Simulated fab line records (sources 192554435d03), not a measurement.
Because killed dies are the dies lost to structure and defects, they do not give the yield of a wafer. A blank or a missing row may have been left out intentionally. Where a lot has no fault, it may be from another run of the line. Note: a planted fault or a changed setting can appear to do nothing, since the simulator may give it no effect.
Lot-split experiment	flow n5 finfet	on a route of 1938 steps: 7 lots, 21 wafers read

THE SPLIT
At N5_HKMG_FIN_ETCH_55 (etches SOC in N2/H2, target depth 240 nm, time 300 s), the setting bias w was moved away from the recipe's 150 W on 7 of the 21 wafers read, by -16.2% to +15.5%. This setting was run at the recipe's value on the other wafers.

The reading is taken at the split's own step.

THE READING
rf vpp V, in V, at N5_HKMG_FIN_ETCH_55 (etches SOC in N2/H2, target depth 240 nm, time 300 s). A value of 524.7 V with a standard deviation of 2.4 V is what fault-free wafers of this fab line usually give.

wafer	tool, chamber at the split	bias w as run, W	against the recipe	rf vpp V, V	against lot-mates on the recipe
L076.3	rie diel-04, 1	150	recipe	527.1	-
L076.5	rie diel-04, 0	125.7	-16.2%	472.3	-54.2
L076.6	rie diel-04, 1	150	recipe	525.8	-
L077.1	rie diel-04, 3	150	recipe	527.4	-
L077.3	rie diel-04, 1	150	recipe	526.0	-
L077.4	rie diel-04, 2	150	recipe	526.7	-
L079.2	rie diel-03, 0	150	recipe	522.0	-
L079.4	rie diel-03, 0	173.3	+15.5%	571.3	+49.3
L079.6	rie diel-03, 1	173.3	+15.5%	573.0	+51.0
L080.3	rie diel-06, 2	137.3	-8.5%	493.8	-29.8
L080.4	rie diel-06, 0	150	recipe	523.6	-
L080.6	rie diel-06, 1	137.3	-8.5%	492.4	-31.2
L083.3	rie diel-06, 1	150	recipe	521.2	-
L083.4	rie diel-06, 3	150	recipe	526.5	-
L083.5	rie diel-06, 0	150	recipe	522.8	-
L092.1	rie diel-06, 0	173	+15.3%	572.6	+46.0
L092.4	rie diel-06, 2	173	+15.3%	571.1	+44.5
L092.5	rie diel-06, 3	150	recipe	526.6	-
L097.4	rie diel-03, 0	150	recipe	521.7	-
L097.5	rie diel-03, 2	150	recipe	528.4	-
L097.6	rie diel-03, 3	150	recipe	524.9	-

FIT RESULTS
A straight line over all 21 wafers: rf vpp V changes by +3.18 V for each +1% of bias w; r = +1.00; the points scatter about the line by 2.6 V.
The same after taking each lot's own level away (the mean of its wafers on the recipe; 21 wafers): +3.21 V for each +1%; r = +1.00; scatter 2.2 V.
On that fit, the largest move of bias w shifts the reading by 52 V.
The lots' own levels span 522.00 to 526.70 V, that is 2.0 times the standard deviation above.
The two slopes agree, so the slope changes little with the lot-to-lot level.
Check: with one of the wafers moved furthest among these (-16.2%) left out of the fit, the line predicts -52.2 V for it against its lot-mates. It came out at -54.2 V against them.
Tool readings at the split's step, against how far the setting was moved: rf vpp V r = +1.00.

FURTHER SPLITS ON THESE WAFERS
Other splits were also applied to these wafers ahead of the reading. Each is held against what the fit with the lots' levels taken away leaves over:
other split on the same wafers	wafers away from the commonest value	r with rf vpp V (lot level and that fit taken away)
N5_WELL_APT_EXPOSE_05 dose mj	6	-0.10
N5_WELL_APT_PEB_06 peb temp c	5	+0.05
N5_FIN_SAQP_ETCH_64 bias w	9	-0.12
N5_SD_EPI_N_COAT_03 spin rpm	6	-0.10
N5_SD_EPI_N_ETCH_45 target depth a	11	+0.20
N5_SD_EPI_N_EPI_21 temp c	6	-0.06
N5_HKMG_FIN_ETCH_54 source w	5	+0.39

THE WHOLE CHAIN: every reading that the file lists as answering this split, in the file's order
step	what it does	reading	change (the file's fit)	r (the file's)
N5_HKMG_FIN_ETCH_55	etches SOC in N2/H2, target depth 240 nm, time 300 s	rf vpp V	+3.22 V for each +1% of the setting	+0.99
N5_HKMG_FIN_ETCH_55	etches SOC in N2/H2, target depth 240 nm, time 300 s	SiARC_of_HKMG_FIN_COAT_42.thk nm (the simulator's own value, which no gauge read)	-0.147 nm for each +1% of the setting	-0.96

THE FILE'S OWN FIT
rf vpp V changes by +3.22 V for each +1% of bias w, r = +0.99.
